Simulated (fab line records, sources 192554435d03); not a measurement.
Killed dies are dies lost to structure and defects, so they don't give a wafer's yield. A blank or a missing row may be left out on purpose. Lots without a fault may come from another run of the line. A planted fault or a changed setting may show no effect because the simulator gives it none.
One fault seen from 2 desks | flow n5_finfet | each desk has only its own numbers; what lay behind them comes last

THE METROLOGY DESK
What the gauges read, lot by lot, whatever tool the lot ran on: means of the sampled wafers that have a number. A lot is out of limits, marked OUT, if its mean lies more than 4 standard deviations from the usual mean; the brackets give that distance. Of its 10 readings 7 are shown: those that lie furthest out on some lot.
Columns: A = IOFF_P at N5_BEOL_M4_RC_MEAS_101, usual 0.22 nA/um; B = ION_N at N5_BEOL_M4_RC_MEAS_101, usual 672 uA/um; C = ION_P at N5_BEOL_M4_RC_MEAS_101, usual 462 uA/um; D = SS_N at N5_BEOL_M4_RC_MEAS_101, usual 71.6 mV/dec; E = SS_P at N5_BEOL_M4_RC_MEAS_101, usual 73.5 mV/dec; F = VT_N at N5_BEOL_M4_RC_MEAS_101, usual 250 mV; G = VT_P at N5_BEOL_M4_RC_MEAS_101, usual -250 mV
lot  | first seen here | A    | B   | C   | D    | E    | F   | G
L366 | day 10 22:28    | 0.20 | 669 | 462 | 71.5 | 72.8 | 252 | -251
L376 | day 13 13:45    | 0.20 | 681 | 462 | 71.4 | 73.7 | 249 | -253
L378 | day 14 07:25    | 0.20 | 667 | 459 | 71.2 | 73.7 | 253 | -250
L380 | day 14 07:40    | 0.25 | 687 | 471 | 71.6 | 72.9 | 247 | -246
This desk's finding: nothing out of limits on any of the 4 lots.

THE TOOL OWNER'S DESK: rie_diel-01
The tool's own readings at N5_DUMMY_GATE_ETCH_37 (etches SOC in N2/H2, target depth 60 nm, overetch 30 nm): means of the sampled wafers that have a number, for each lot that ran on this tool. A lot is out of limits, marked OUT, if its mean lies more than 4 standard deviations from the usual mean; the brackets give that distance.
Columns: A = drypump_motor_current_A at N5_DUMMY_GATE_ETCH_37, usual 5.7 A; B = oes_product_au at N5_DUMMY_GATE_ETCH_37, usual 0.64 a.u.; C = rf_fwd_power_W at N5_DUMMY_GATE_ETCH_37, usual 831 W; D = rf_vpp_V at N5_DUMMY_GATE_ETCH_37, usual 524.0 V; E = showerhead_plenum_p_Torr at N5_DUMMY_GATE_ETCH_37, usual 2.55 Torr; F = throttle_valve_pct at N5_DUMMY_GATE_ETCH_37, usual 17.79 %
lot  | first seen here | A   | B    | C             | D               | E    | F
L366 | day 4 23:44     | 6.1 | 0.64 | 833           | 522.4           | 2.49 | 17.73
L376 | day 7 10:19     | 6.0 | 0.62 | 631 (-48) OUT | 571.6 (+20) OUT | 2.48 | 17.77
L378 | day 7 23:32     | 6.0 | 0.65 | 627 (-49) OUT | 575.1 (+21) OUT | 2.60 | 17.60
This desk's finding: out of limits on L376, L378; first on L376, day 7 10:19 (rf_fwd_power_W at N5_DUMMY_GATE_ETCH_37). In limits: L366.

PUT TOGETHER
The tool owner's desk could have raised an alarm at day 7 10:19, on L376, L378.
The metrology desk saw nothing out of limits.
The metrology desk has L376, L378 on record, within its limits.
Of the lots named, all ran N5_DUMMY_GATE_ETCH_37 on rie_diel-01.

WHAT THE SIMULATOR HAD PUT IN
Process parameter drift: rie_diel-01, from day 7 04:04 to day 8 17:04, at N5_DUMMY_GATE_ETCH_37. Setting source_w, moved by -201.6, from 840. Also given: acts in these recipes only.
Lots struck among those shown: L376, L378.
Hours from the fault's start to each desk's first reading out of limits: the tool owner's desk, 6.
